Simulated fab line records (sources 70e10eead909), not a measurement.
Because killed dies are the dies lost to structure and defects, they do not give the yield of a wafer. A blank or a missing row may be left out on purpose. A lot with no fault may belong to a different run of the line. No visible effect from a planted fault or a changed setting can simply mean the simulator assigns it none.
What tool caused it? || flow nandHarc || route of 1302 steps, sampled at 1 step: 12 lots, 36 wafers

WHAT THE GAUGES READ, wafer by wafer
NHARC_A_M0_OVL_MEAS_10: pitch 160 nm.
{"lot": "L075", "measured": "day 22 20:58", "on": "overlay-01", "overlayXNm (nm)": "-0.7 -0.6 -0.5"}
{"lot": "L076", "measured": "day 23 12:40", "on": "overlay-02", "overlayXNm (nm)": "-0.2 -0.7 -0.8"}
{"lot": "L079", "measured": "day 24 19:24", "on": "overlay-01", "overlayXNm (nm)": "-1.0 -0.3 -1.1"}
{"lot": "L081", "measured": "day 25 10:08", "on": "overlay-02", "overlayXNm (nm)": "-1.0 -0.8 -0.8"}
{"lot": "L083", "measured": "day 26 02:40", "on": "overlay-02", "overlayXNm (nm)": "0.6 0.6 0.1"}
{"lot": "L084", "measured": "day 26 17:04", "on": "overlay-02", "overlayXNm (nm)": "1.1 0.7 1.5"}
{"lot": "L087", "measured": "day 27 13:44", "on": "overlay-02", "overlayXNm (nm)": "-0.5 -0.2 -0.1"}
{"lot": "L088", "measured": "day 28 23:58", "on": "overlay-02", "overlayXNm (nm)": "-0.3 -0.4 -0.1"}
{"lot": "L091", "measured": "day 29 09:08", "on": "overlay-01", "overlayXNm (nm)": "-0.2 -0.1 0.1"}
{"lot": "L093", "measured": "day 30 13:02", "on": "overlay-01", "overlayXNm (nm)": "-0.1 0.1 0.5"}
{"lot": "L095", "measured": "day 31 11:55", "on": "overlay-02", "overlayXNm (nm)": "-0.4 -0.6 -0.1"}
{"lot": "L097", "measured": "day 31 18:35", "on": "overlay-02", "overlayXNm (nm)": "0.1 0.2 -0.5"}

TOOL THAT RAN EACH LOT (tool first, then ch and the chambers of the sampled wafers, then the start)
Before these readings, the record contains no process step.

THE ANSWER, worked out from the rows above alone
Rule: what is usual is taken from the lots themselves. Put in order of their means at a reading, lots are off if they are a third of the lots or fewer, leave a main group of 4 or more, and stand apart from it by a gap of 3 or more times the standard deviation of the main group's means; of several such gaps the widest counts. If all means in a main group match to the digits the tables above print for the reading, that group is not used. Also off: a lot with no number at a reading for which 4 or more lots have one. Any other lot the step has rows for is counted as sound.
Nothing can be told from this: no lot is off at any reading shown.

WHAT WAS PUT IN BY THE SIMULATOR
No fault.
